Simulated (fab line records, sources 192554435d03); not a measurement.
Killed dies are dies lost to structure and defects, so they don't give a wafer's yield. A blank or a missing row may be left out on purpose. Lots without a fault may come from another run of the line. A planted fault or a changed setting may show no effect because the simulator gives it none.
fab line records | flow n5_finfet
record lots=24 wafers=72 last_day=18
route steps=1938 shown WELL_APT@31 FIN_SAQP@99
lots that met no fault: from a run of the same line without faults
start_h: hours from the record's first day to the start of the lot's first wafer shown | wait_h: hours since the lot's step before | " the same as in the row above | L1.1+2: a row that stands for several wafers | - no value, or no start given | * or withheld: withheld | < > ~ a bound
route shown NAME@n: a module of which the file shows steps, and the number in the route of the first | usual: mean/standard deviation of fault-free wafers | same: alike in all rows | chamber/n: place in a boat | sites: the reading at each site | _std_site: their standard deviation | _edge_site: outer sites' mean less inner sites' | radius_mm: how far each site lies from the wafer's centre | mask NAME#n: copy n | behind: the tool/chamber that last shaped the wafer | hold: why the lot was held/for how many hours/how that ended | device: the transistor (n, p or np) that didn't switch | end of line: the same wafers' tests at the end of the route | a step without rows: its recipe alone | killed: dies lost to structure and defects at the first sort, not the wafer's yield | map: a wafer's dies, x killed, . not, _ none there
set.NAME: the setting as run; set.NAME@STEP: as run at that earlier step | model.NAME: the simulator's own value behind a step, which no gauge read
steps of the route over a sample of lots; a table a step, a row a wafer
services: from which hour (start_h, from the record's first day; less than 0 if before it) a tool's chamber was out of use, for how many hours, and why
## steps
# step N5_WELL_APT_DESCUM_13
# recipe chemistry=O2 time_s=7.9 source_power_w=50 bias_power_w=20 pressure_mtorr=20 rf_frequency_hz=2.712e+07 temp_c=40 o2_flow_sccm=225
# usual drypump_motor_current_A=5.9/0.57 oes_product_au=0.79/0.07 rf_fwd_power_W=49.70/0.15 rf_vpp_V=243.2/1.4 showerhead_plenum_p_Torr=2.10/0.061 throttle_valve_pct=20.4/0.3
# columns lot.wafer tool chamber start_h wait_h drypump_motor_current_A oes_product_au rf_fwd_power_W rf_hours_counter_h rf_vpp_V showerhead_plenum_p_Torr throttle_valve_pct
L074.1 rie_diel-02 3 14.89 1.3 5.7 0.76 49.78 142 243.6 2.12 20.7
L074.4 " 2 " " 6.1 0.86 49.86 47 245.6 2.12 20.3
L074.6 " 0 " " 5.7 0.85 49.42 - 242.7 2.11 20.4
L075.3 rie_diel-02 1 20.07 0.1 6.7 0.92 49.58 19 245.7 2.22 20.0
L075.4 " 2 " " 6.1 0.85 49.76 50 244.0 2.12 20.3
L075.5 " 1 " " 6.7 0.93 49.85 - 245.4 2.22 20.0
L076.3 rie_diel-02 0 25.87 0.3 5.7 0.85 49.95 91 243.0 2.11 20.4
L076.4 " 3 " " 5.7 0.76 49.66 148 242.0 2.11 20.7
L076.6 " 1 " " 6.7 0.91 49.57 - 245.0 2.22 20.0
L077.3 rie_diel-05 1 31.90 0.0 6.7 0.82 49.81 64 243.7 2.13 20.0
L077.4 " 0 " " 6.5 0.87 49.86 56 243.8 2.11 20.2
L077.6 " 0 " " 6.4 0.88 49.95 - 243.2 2.11 20.2
L078.2 rie_diel-06 2 37.92 0.0 4.9 0.72 49.76 165 244.7 2.17 20.8
L078.4 " 1 " " 5.5 0.75 50.00 135 243.1 2.02 20.8
L078.6 " 2 " " 4.9 0.73 49.77 - 244.2 2.17 20.8
L079.1 rie_diel-05 2 43.77 0.0 6.3 0.76 49.74 153 243.9 2.09 20.7
L079.2 " 1 " " 6.7 0.81 49.57 68 242.7 2.13 20.0
L079.4 " 3 " " 5.5 0.94 49.60 7 243.7 2.06 20.2
L080.1 rie_diel-02 1 50.17 0.0 6.7 0.90 49.74 31 244.8 2.22 20.0
L080.3 " 0 " " 5.7 0.83 49.72 100 244.5 2.11 20.4
L080.6 " 0 " " 5.7 0.84 49.79 - 244.1 2.11 20.4
L081.2 rie_diel-06 0 55.68 0.0 5.8 0.72 49.87 181 240.8 1.98 20.6
L081.4 " 3 " " 5.0 0.75 49.74 - 242.7 2.03 20.0
L081.6 " 1 " " 5.5 0.74 49.75 - 241.0 2.01 20.8
L082.1 rie_diel-06 2 61.79 0.0 4.9 0.72 49.77 169 243.4 2.17 20.8
L082.2 " 1 " " 5.5 0.73 49.77 144 241.5 2.01 20.8
L082.6 " 2 " " 4.9 0.71 49.49 - 244.5 2.17 20.8
L083.1 rie_diel-05 3 68.01 0.0 5.4 0.93 49.63 14 242.2 2.05 20.3
L083.4 " 1 " " 6.6 0.80 49.50 76 242.6 2.13 20.0
L083.5 " 0 " " 6.4 0.85 49.85 - 243.7 2.10 20.2
L084.3 rie_diel-05 1 73.88 0.0 6.7 0.79 49.77 78 242.9 2.12 20.0
L084.5 " 1 " " 6.7 0.80 49.59 - 245.0 2.12 20.0
L084.6 " 0 " " 6.4 0.85 49.75 - 242.5 2.10 20.2
L085.2 rie_diel-02 1 80.32 0.6 6.7 0.89 49.73 41 244.2 2.21 20.0
L085.4 " 2 " " 6.1 0.82 49.70 72 244.6 2.11 20.3
L085.5 " 0 " " 5.7 0.82 49.69 - 243.0 2.11 20.4
L086.1 rie_diel-06 0 85.79 0.0 5.7 0.71 49.91 192 241.3 1.97 20.5
L086.3 " 3 " " 5.0 0.75 49.56 150 242.4 2.02 20.1
L086.5 " 3 " " 5.0 0.75 49.58 - 242.7 2.02 20.1
L087.3 rie_diel-02 0 91.79 0.0 5.7 0.82 49.80 114 243.0 2.10 20.4
L087.4 " 1 " " 6.7 0.88 49.51 46 245.0 2.21 20.0
L087.6 " 2 " " 6.1 0.82 49.65 - 242.6 2.11 20.3
L088.2 rie_diel-05 0 97.90 0.0 6.4 0.85 49.90 77 243.1 2.10 20.3
L088.5 " 2 " " 6.2 0.73 49.47 - 243.0 2.09 20.7
L088.6 " 3 " " 5.5 0.90 49.43 - 242.5 2.05 20.3
L089.4 rie_diel-05 2 104.14 0.3 6.2 0.73 49.53 - 243.8 2.09 20.8
L089.5 " 0 " " 6.4 0.85 49.78 - 244.3 2.10 20.3
L089.6 " 1 " " 6.7 0.79 49.65 - 243.9 2.12 20.0
L090.1 rie_diel-05 2 109.96 0.0 6.2 0.73 49.45 176 243.7 2.09 20.7
L090.3 " 0 " " 6.4 0.84 49.67 81 243.6 2.10 20.3
L090.5 " 2 " " 6.2 0.73 49.55 - 241.6 2.09 20.7
L091.1 rie_diel-02 1 116.77 0.6 6.7 0.86 49.83 54 243.8 2.21 20.0
L091.2 " 2 " " 6.1 0.80 49.76 86 242.6 2.11 20.3
L091.3 " 0 " " 5.7 0.82 49.75 123 242.9 2.10 20.5
L092.3 rie_diel-02 3 121.92 0.0 5.7 0.72 49.71 181 242.7 2.10 20.7
L092.5 " 0 " " 5.7 0.81 49.39 - 243.4 2.10 20.5
L092.6 " 1 " " 6.7 0.85 49.85 - 245.6 2.21 20.0
L093.2 rie_diel-02 0 128.31 0.4 5.7 0.80 49.89 128 243.6 2.10 20.5
L093.5 " 0 " " 5.7 0.81 49.93 - 241.5 2.10 20.5
L093.6 " 1 " " 6.7 0.85 49.82 - 245.3 2.21 20.0
L094.1 rie_diel-02 2 134.12 0.0 6.1 0.80 49.60 92 244.3 2.11 20.4
L094.4 " 0 " " 5.7 0.80 49.80 129 241.8 2.10 20.5
L094.6 " 0 " " 5.7 0.80 49.79 - 245.4 2.10 20.5
L095.1 rie_diel-06 3 140.05 0.1 5.0 0.74 49.59 167 241.8 2.02 20.1
L095.3 " 2 " " 4.9 0.70 49.79 194 245.5 2.16 20.8
L095.4 " 1 " " 5.5 0.70 49.58 - 242.8 2.00 20.9
L096.2 rie_diel-06 3 146.11 0.0 5.0 0.74 49.65 170 241.2 2.02 20.1
L096.4 " 1 " " 5.5 0.72 49.87 - 240.8 2.00 20.9
L096.6 " 3 " " 5.0 0.73 49.59 - 240.2 2.02 20.1
L097.1 rie_diel-06 1 153.37 1.5 5.5 0.72 49.72 179 241.8 2.00 20.9
L097.5 " 1 " " 5.5 0.71 49.63 - 241.4 2.00 20.9
L097.6 " 2 " " 4.9 0.69 49.57 - 244.8 2.15 20.8
# step N5_WELL_APT_OVL_MEAS_26
# recipe points_per_wafer=44
# usual PWELL_OVL=0/5.7
# columns lot.wafer tool chamber start_h wait_h PWELL_OVL[nm]
L074.1 overlay-02 0 16.10 0.0 -9
L074.4 " 0 " " -3
L074.6 " 0 " " -5
L075.3 overlay-01 0 21.14 0.0 -10
L075.4 " 0 " " -17
L075.5 " 0 " " -4
L076.3 overlay-01 0 26.95 0.0 4
L076.4 " 0 " " -3
L076.6 " 0 " " 2
L077.3 overlay-02 0 32.96 0.0 -4
L077.4 " 0 " " -1
L077.6 " 0 " " -13
L078.2 overlay-02 0 38.98 0.0 0
L078.4 " 0 " " 1
L078.6 " 0 " " -2
L079.1 overlay-01 0 44.96 0.0 4
L079.2 " 0 " " -3
L079.4 " 0 " " 0
L080.1 overlay-01 0 51.36 0.0 1
L080.3 " 0 " " -7
L080.6 " 0 " " 2
L081.2 overlay-01 0 56.88 0.0 7
L081.4 " 0 " " 10
L081.6 " 0 " " 15
L082.1 overlay-01 0 62.98 0.0 -1
L082.2 " 0 " " -3
L082.6 " 0 " " 2
L083.1 overlay-02 0 69.20 0.0 -2
L083.4 " 0 " " 0
L083.5 " 0 " " -4
L084.3 overlay-01 0 74.96 0.0 4
L084.5 " 0 " " -3
L084.6 " 0 " " 0
L085.2 overlay-02 0 81.41 0.0 2
L085.4 " 0 " " 4
L085.5 " 0 " " -1
L086.1 overlay-02 0 86.85 0.0 9
L086.3 " 0 " " -2
L086.5 " 0 " " 1
L087.3 overlay-01 0 92.98 0.0 -16
L087.4 " 0 " " -9
L087.6 " 0 " " -8
L088.2 overlay-01 0 99.11 0.0 -7
L088.5 " 0 " " 4
L088.6 " 0 " " -5
L089.4 overlay-02 0 105.18 0.0 -5
L089.5 " 0 " " -3
L089.6 " 0 " " -7
L090.1 overlay-02 0 111.15 0.0 -1
L090.3 " 0 " " 2
L090.5 " 0 " " -1
L091.1 overlay-02 0 117.84 0.0 -4
L091.2 " 0 " " 5
L091.3 " 0 " " -7
L092.3 overlay-01 0 123.02 0.0 8
L092.5 " 0 " " -3
L092.6 " 0 " " -1
L093.2 overlay-01 0 129.53 0.0 0
L093.5 " 0 " " 3
L093.6 " 0 " " 4
L094.1 overlay-02 0 135.20 0.0 3
L094.4 " 0 " " 7
L094.6 " 0 " " 3
L095.1 overlay-02 0 141.11 0.0 3
L095.3 " 0 " " 8
L095.4 " 0 " " -2
L096.2 overlay-01 0 147.29 0.0 -2
L096.4 " 0 " " -1
L096.6 " 0 " " 0
L097.1 overlay-01 0 154.47 0.0 7
L097.5 " 0 " " 1
L097.6 " 0 " " -6
# step N5_FIN_SAQP_PECVD_48
# recipe material=SiNx target_thk_a=250 temp_c=400 precursor=SiH4/NH3/N2 pressure_torr=1.5 rf_w=300 time_s=22.1
# usual heater_power_w=804/110 rf_fwd_power_W=296.9/1.2 showerhead_plenum_p_Torr=5.15/0.077 throttle_valve_pct=39.5/1.6
# columns lot.wafer tool chamber start_h wait_h heater_power_w rf_fwd_power_W showerhead_plenum_p_Torr throttle_valve_pct
L074.1 pecvd-02 0 22.02 0.0 648 296.9 5.10 37.1
L074.4 " 0 " " 640 296.5 5.10 37.1
L074.6 " 0 " " 659 296.2 5.10 37.6
L075.3 pecvd-02 1 26.84 0.0 980 297.9 5.20 40.5
L075.4 " 0 " " 623 293.9 5.11 37.3
L075.5 " 2 " " 704 297.7 5.07 38.6
L076.3 pecvd-03 0 34.37 0.0 882 298.0 5.27 38.6
L076.4 " 1 " " 915 297.1 5.19 42.2
L076.6 " 0 " " 873 299.4 5.26 38.7
L077.3 pecvd-02 2 39.08 0.0 749 297.5 5.07 38.8
L077.4 " 1 " " 967 298.5 5.20 40.4
L077.6 " 2 " " 748 298.2 5.08 38.5
L078.2 pecvd-01 0 45.73 0.0 743 296.5 5.24 38.9
L078.4 " 1 " " 675 294.7 5.08 38.6
L078.6 " 2 " " 849 296.3 5.20 42.5
L079.1 pecvd-03 0 51.01 0.0 830 297.1 5.27 38.8
L079.2 " 2 " " 828 296.8 5.01 37.6
L079.4 " 2 " " 849 297.1 5.02 37.5
L080.1 pecvd-02 1 57.28 0.0 1048 298.2 5.18 40.3
L080.3 " 0 " " 672 295.2 5.10 37.4
L080.6 " 0 " " 656 294.5 5.12 37.4
L081.2 pecvd-03 0 62.93 0.0 887 296.8 5.26 38.7
L081.4 " 0 " " 904 297.2 5.28 38.5
L081.6 " 1 " " 828 296.3 5.18 41.9
L082.1 pecvd-01 0 70.00 0.0 797 297.7 5.25 39.4
L082.2 " 2 " " 793 295.7 5.23 42.2
L082.6 " 0 " " 801 296.7 5.23 39.0
L083.1 pecvd-02 1 75.15 0.0 1020 297.0 5.19 40.3
L083.4 " 2 " " 801 298.1 5.06 38.8
L083.5 " 0 " " 603 295.9 5.10 37.4
L084.3 pecvd-02 0 80.69 0.0 606 297.2 5.12 37.3
L084.5 " 2 " " 793 298.1 5.06 39.1
L084.6 " 1 " " 902 298.1 5.19 40.4
L085.2 pecvd-01 0 88.11 0.0 813 297.5 5.25 39.0
L085.4 " 1 " " 683 295.8 5.06 38.9
L085.5 " 2 " " 849 298.2 5.21 42.2
L086.1 pecvd-01 2 93.87 0.0 850 297.3 5.21 42.2
L086.3 " 0 " " 854 296.6 5.23 38.9
L086.5 " 0 " " 859 296.3 5.25 39.4
L087.3 pecvd-02 1 99.97 0.0 1018 298.9 5.20 40.2
L087.4 " 0 " " 636 295.5 5.11 37.3
L087.6 " 2 " " 856 297.5 5.08 39.2
L088.2 pecvd-03 0 105.55 0.0 850 298.2 5.26 39.0
L088.5 " 1 " " 879 297.8 5.18 42.4
L088.6 " 0 " " 818 297.9 5.27 38.7
L089.4 pecvd-01 0 111.65 0.0 717 298.0 5.24 39.3
L089.5 " 1 " " 654 295.2 5.07 38.6
L089.6 " 2 " " 734 297.1 5.22 42.0
L090.1 pecvd-03 1 117.65 0.0 890 295.9 5.19 42.3
L090.3 " 0 " " 793 297.6 5.28 38.9
L090.5 " 1 " " 853 297.1 5.20 42.1
L091.1 pecvd-02 1 124.36 0.0 910 296.7 5.19 40.5
L091.2 " 2 " " 767 299.1 5.08 38.7
L091.3 " 2 " " 787 297.9 5.08 39.0
L092.3 pecvd-02 2 129.24 0.0 797 296.6 5.07 38.8
L092.5 " 0 " " 667 295.5 5.12 37.3
L092.6 " 1 " " 958 299.0 5.19 40.1
L093.2 pecvd-01 0 136.63 0.0 750 297.5 5.25 39.2
L093.5 " 0 " " 761 298.0 5.24 39.2
L093.6 " 1 " " 628 296.3 5.07 38.8
L094.1 pecvd-02 0 141.63 0.0 718 296.5 5.11 37.0
L094.4 " 2 " " 820 297.2 5.07 39.1
L094.6 " 1 " " 960 297.9 5.20 40.5
L095.1 pecvd-02 2 148.67 0.0 885 296.1 5.07 39.4
L095.3 " 0 " " 710 294.5 5.10 37.2
L095.4 " 1 " " 948 297.7 5.19 40.5
L096.2 pecvd-03 2 155.59 0.0 806 298.5 5.01 38.2
L096.4 " 2 " " 809 297.8 5.03 38.2
L096.6 " 0 " " 922 298.4 5.27 39.1
L097.1 pecvd-01 1 162.33 0.0 674 294.8 5.07 38.6
L097.5 " 2 " " 860 295.6 5.21 42.4
L097.6 " 1 " " 676 294.8 5.07 39.0
# step N5_FIN_SAQP_HM_DEP_72
# recipe material=SiO2 target_thk_a=120 temp_c=400 precursor=SiH4/N2O pressure_torr=0.75 rf_w=275 time_s=7.2
# usual heater_power_w=809/100 rf_fwd_power_W=273.0/1.1 showerhead_plenum_p_Torr=8.17/0.16
# columns lot.wafer tool chamber start_h wait_h heater_power_w rf_fwd_power_W showerhead_plenum_p_Torr
L074.1 pecvd-01 0 22.23 0.0 806 274.2 8.34
L074.4 " 2 " " 860 271.8 8.28
L074.6 " 0 " " 819 273.2 8.36
L075.3 pecvd-01 2 27.00 0.0 730 274.1 8.28
L075.4 " 0 " " 845 271.2 8.35
L075.5 " 2 " " 736 273.2 8.29
L076.3 pecvd-02 2 34.56 0.0 803 272.1 8.00
L076.4 " 2 " " 819 272.6 8.02
L076.6 " 0 " " 616 272.0 8.06
L077.3 pecvd-02 2 39.24 0.0 791 272.4 8.02
L077.4 " 1 " " 1033 274.8 8.24
L077.6 " 0 " " 662 271.7 8.07
L078.2 pecvd-03 0 45.90 0.0 832 273.0 8.42
L078.4 " 1 " " 865 275.3 8.24
L078.6 " 1 " " 872 274.7 8.25
L079.1 pecvd-01 0 51.17 0.0 764 272.7 8.34
L079.2 " 2 " " 779 271.5 8.27
L079.4 " 2 " " 773 272.5 8.28
L080.1 pecvd-03 1 57.45 0.0 896 274.1 8.22
L080.3 " 2 " " 782 273.2 7.90
L080.6 " 2 " " 798 273.0 7.90
L081.2 pecvd-02 2 63.10 0.0 835 272.7 8.00
L081.4 " 1 " " 893 272.8 8.26
L081.6 " 0 " " 685 273.3 8.10
L082.1 pecvd-02 2 70.16 0.0 827 273.8 8.02
L082.2 " 0 " " 692 271.9 8.08
L082.6 " 2 " " 836 273.0 8.00
L083.1 pecvd-03 0 75.31 0.0 942 273.6 8.39
L083.4 " 1 " " 909 272.1 8.24
L083.5 " 0 " " 918 273.6 8.40
L084.3 pecvd-03 2 80.86 0.0 717 273.3 7.91
L084.5 " 2 " " 707 272.6 7.89
L084.6 " 0 " " 926 273.6 8.40
L085.2 pecvd-03 0 88.28 0.0 769 274.5 8.39
L085.4 " 0 " " 786 272.7 8.38
L085.5 " 2 " " 776 271.8 7.90
L086.1 pecvd-02 0 94.03 0.0 665 272.8 8.07
L086.3 " 2 " " 872 275.2 8.01
L086.5 " 1 " " 906 273.8 8.23
L087.3 pecvd-03 2 100.14 0.0 754 273.2 7.87
L087.4 " 1 " " 773 273.1 8.23
L087.6 " 0 " " 917 274.3 8.41
L088.2 pecvd-01 0 105.71 0.0 837 274.4 8.34
L088.5 " 1 " " 571 271.7 8.00
L088.6 " 0 " " 876 273.0 8.33
L089.4 pecvd-02 2 111.82 0.1 855 272.9 8.01
L089.5 " 1 " " 1042 274.1 8.24
L089.6 " 0 " " 608 272.1 8.07
L090.1 pecvd-02 1 117.81 0.0 886 273.9 8.23
L090.3 " 1 " " 855 272.9 8.25
L090.5 " 1 " " 909 275.1 8.25
L091.1 pecvd-03 2 124.57 0.0 784 273.2 7.90
L091.2 " 0 " " 911 273.2 8.42
L091.3 " 1 " " 788 273.8 8.25
L092.3 pecvd-02 1 129.41 0.0 1047 274.4 8.26
L092.5 " 0 " " 692 272.7 8.09
L092.6 " 1 " " 1035 274.0 8.26
L093.2 pecvd-03 1 136.80 0.0 812 272.9 8.23
L093.5 " 1 " " 804 274.0 8.23
L093.6 " 0 " " 908 274.8 8.40
L094.1 pecvd-01 1 141.80 0.0 707 269.5 8.02
L094.4 " 0 " " 824 272.9 8.34
L094.6 " 1 " " 709 270.4 7.99
L095.1 pecvd-02 1 148.83 0.0 1042 273.3 8.24
L095.3 " 2 " " 746 274.6 8.00
L095.4 " 0 " " 688 272.2 8.07
L096.2 pecvd-03 1 155.76 0.0 772 274.1 8.24
L096.4 " 1 " " 793 274.2 8.25
L096.6 " 0 " " 777 273.8 8.40
L097.1 pecvd-01 0 162.49 0.0 823 273.5 8.37
L097.5 " 1 " " 690 272.0 8.01
L097.6 " 2 " " 759 272.5 8.29
# step N5_FIN_SAQP_CD_MEAS_16
# recipe target_cd_nm=35.6 landing_energy_ev=500 detector=se_inlens
# usual cd_nm=35.6/0.31
# columns lot.wafer tool chamber start_h wait_h cd_nm
L074.1 cd_sem-01 0 22.68 - 35.5
L074.4 " 0 " " 35.3
L074.6 " 0 " " 35.3
L075.3 cd_sem-02 0 27.33 - 35.3
L075.4 " 0 " " 35.1
L075.5 " 0 " " 35.2
L076.3 cd_sem-03 0 35.01 - 35.7
L076.4 " 0 " " 35.5
L076.6 " 0 " " 35.0
L077.3 cd_sem-03 0 39.69 - 34.9
L077.4 " 0 " " 36.0
L077.6 " 0 " " 35.3
L078.2 cd_sem-02 0 46.26 - 35.7
L078.4 " 0 " " 36.1
L078.6 " 0 " " 35.3
L079.1 cd_sem-01 0 51.62 - 35.5
L079.2 " 0 " " 35.5
L079.4 " 0 " " 35.7
L080.1 cd_sem-02 0 57.89 - 36.0
L080.3 " 0 " " 35.5
L080.6 " 0 " " 35.6
L081.2 cd_sem-01 0 63.55 - 35.3
L081.4 " 0 " " 36.1
L081.6 " 0 " " 35.6
L082.1 cd_sem-01 0 70.61 - 35.9
L082.2 " 0 " " 35.3
L082.6 " 0 " " 35.1
L083.1 cd_sem-02 0 75.76 - 36.1
L083.4 " 0 " " 35.7
L083.5 " 0 " " 35.7
L084.3 cd_sem-03 0 81.19 - 35.6
L084.5 " 0 " " 34.8
L084.6 " 0 " " 35.5
L085.2 cd_sem-02 0 88.61 - 35.9
L085.4 " 0 " " 35.8
L085.5 " 0 " " 35.7
L086.1 cd_sem-02 0 94.48 - 35.7
L086.3 " 0 " " 35.5
L086.5 " 0 " " 35.7
L087.3 cd_sem-01 0 100.47 - 35.5
L087.4 " 0 " " 35.6
L087.6 " 0 " " 35.5
L088.2 cd_sem-01 0 112.24 - 35.5
L088.5 " 0 " " 35.7
L088.6 " 0 " " 35.6
L089.4 cd_sem-02 0 112.29 - 35.5
L089.5 " 0 " " 35.8
L089.6 " 0 " " 35.6
L090.1 cd_sem-02 0 118.16 - 35.4
L090.3 " 0 " " 35.9
L090.5 " 0 " " 35.3
L091.1 cd_sem-01 0 124.89 - 35.9
L091.2 " 0 " " 35.5
L091.3 " 0 " " 35.5
L092.3 cd_sem-03 0 129.73 - 36.1
L092.5 " 0 " " 35.9
L092.6 " 0 " " 35.9
L093.2 cd_sem-01 0 137.15 - 35.7
L093.5 " 0 " " 35.6
L093.6 " 0 " " 36.0
L094.1 cd_sem-01 0 142.25 - 35.2
L094.4 " 0 " " 35.5
L094.6 " 0 " " 35.2
L095.1 cd_sem-03 0 149.28 - 35.4
L095.3 " 0 " " 35.2
L095.4 " 0 " " 35.8
L096.2 cd_sem-02 0 156.21 - 36.0
L096.4 " 0 " " 36.4
L096.6 " 0 " " 36.2
L097.1 cd_sem-02 0 162.94 - 35.6
L097.5 " 0 " " 35.2
L097.6 " 0 " " 35.4
# step N5_FIN_SAQP_OVL_MEAS_17
# recipe points_per_wafer=44
# usual FIN_CORE_OVL=0.6/0.8
# columns lot.wafer tool chamber start_h wait_h FIN_CORE_OVL[nm]
L074.1 overlay-01 0 22.72 0.0 0.8
L074.4 " 0 " " 0.4
L074.6 " 0 " " 0.3
L075.3 overlay-02 0 27.37 0.0 0.7
L075.4 " 0 " " 0.2
L075.5 " 0 " " 0.0
L076.3 overlay-02 0 35.05 0.0 0.2
L076.4 " 0 " " 0.3
L076.6 " 0 " " -0.6
L077.3 overlay-02 0 39.73 0.0 0.9
L077.4 " 0 " " 0.0
L077.6 " 0 " " 0.2
L078.2 overlay-02 0 46.30 0.0 -0.9
L078.4 " 0 " " -0.1
L078.6 " 0 " " -0.8
L079.1 overlay-02 0 51.66 0.0 2.0
L079.2 " 0 " " 1.4
L079.4 " 0 " " 1.3
L080.1 overlay-01 0 57.93 0.0 0.2
L080.3 " 0 " " 1.0
L080.6 " 0 " " 0.5
L081.2 overlay-01 0 63.58 0.0 0.3
L081.4 " 0 " " 0.8
L081.6 " 0 " " 1.6
L082.1 overlay-01 0 70.65 0.0 0.4
L082.2 " 0 " " 1.4
L082.6 " 0 " " 1.6
L083.1 overlay-01 0 75.81 0.0 0.3
L083.4 " 0 " " 0.8
L083.5 " 0 " " 0.9
L084.3 overlay-01 0 81.22 0.0 0.8
L084.5 " 0 " " -0.6
L084.6 " 0 " " 1.5
L085.2 overlay-02 0 88.64 0.0 1.1
L085.4 " 0 " " 1.7
L085.5 " 0 " " 0.0
L086.1 overlay-02 0 94.52 0.0 1.5
L086.3 " 0 " " 0.5
L086.5 " 0 " " 0.0
L087.3 overlay-01 0 100.50 0.0 0.0
L087.4 " 0 " " -0.2
L087.6 " 0 " " 0.1
L088.2 overlay-02 0 112.28 0.0 1.1
L088.5 " 0 " " 1.3
L088.6 " 0 " " 1.2
L089.4 overlay-01 0 112.32 0.0 0.8
L089.5 " 0 " " -0.3
L089.6 " 0 " " -0.4
L090.1 overlay-02 0 118.20 0.0 2.0
L090.3 " 0 " " 1.8
L090.5 " 0 " " 2.6
L091.1 overlay-01 0 124.93 0.0 0.7
L091.2 " 0 " " 1.4
L091.3 " 0 " " 1.0
L092.3 overlay-01 0 129.77 0.0 1.2
L092.5 " 0 " " -0.8
L092.6 " 0 " " 1.2
L093.2 overlay-01 0 137.19 0.0 0.2
L093.5 " 0 " " -0.5
L093.6 " 0 " " -0.2
L094.1 overlay-01 0 142.29 0.0 -0.4
L094.4 " 0 " " 0.5
L094.6 " 0 " " 0.2
L095.1 overlay-01 0 149.32 0.0 2.0
L095.3 " 0 " " 1.5
L095.4 " 0 " " 1.6
L096.2 overlay-01 0 156.25 0.0 0.2
L096.4 " 0 " " 0.2
L096.6 " 0 " " 0.4
L097.1 overlay-01 0 162.98 0.0 -0.4
L097.5 " 0 " " -0.8
L097.6 " 0 " " 0.7
## services
# columns tool chamber start_h hours kind
rie_diel-05 - -2.92 28.1 pm
rie_diel-02 - 0.27 2.8 pm
pecvd-02 2 15.57 5.5 scheduled_down
pecvd-02 - 16.87 2.8 pm
pecvd-03 2 21.12 - clean
pecvd-03 2 21.12 - consumable_replace:showerhead
pecvd-03 2 21.12 29.0 scheduled_down
pecvd-03 2 21.12 29.0 vent_cycle
pecvd-01 - 31.62 0.9 repair
rie_diel-06 2 44.84 12.4 repair
pecvd-03 0 81.65 5.5 scheduled_down
rie_diel-02 1 96.54 4.5 repair
rie_diel-05 3 102.56 2.6 repair
pecvd-02 2 113.23 8.5 repair
pecvd-02 0 120.54 5.8 repair
rie_diel-06 2 122.85 3.9 repair
pecvd-03 1 125.33 9.7 repair
pecvd-03 2 134.90 2.1 scheduled_down
rie_diel-06 0 138.95 18.3 repair
rie_diel-05 - 146.10 14.6 pm
rie_diel-05 0 161.45 14.5 repair
## key
fault none
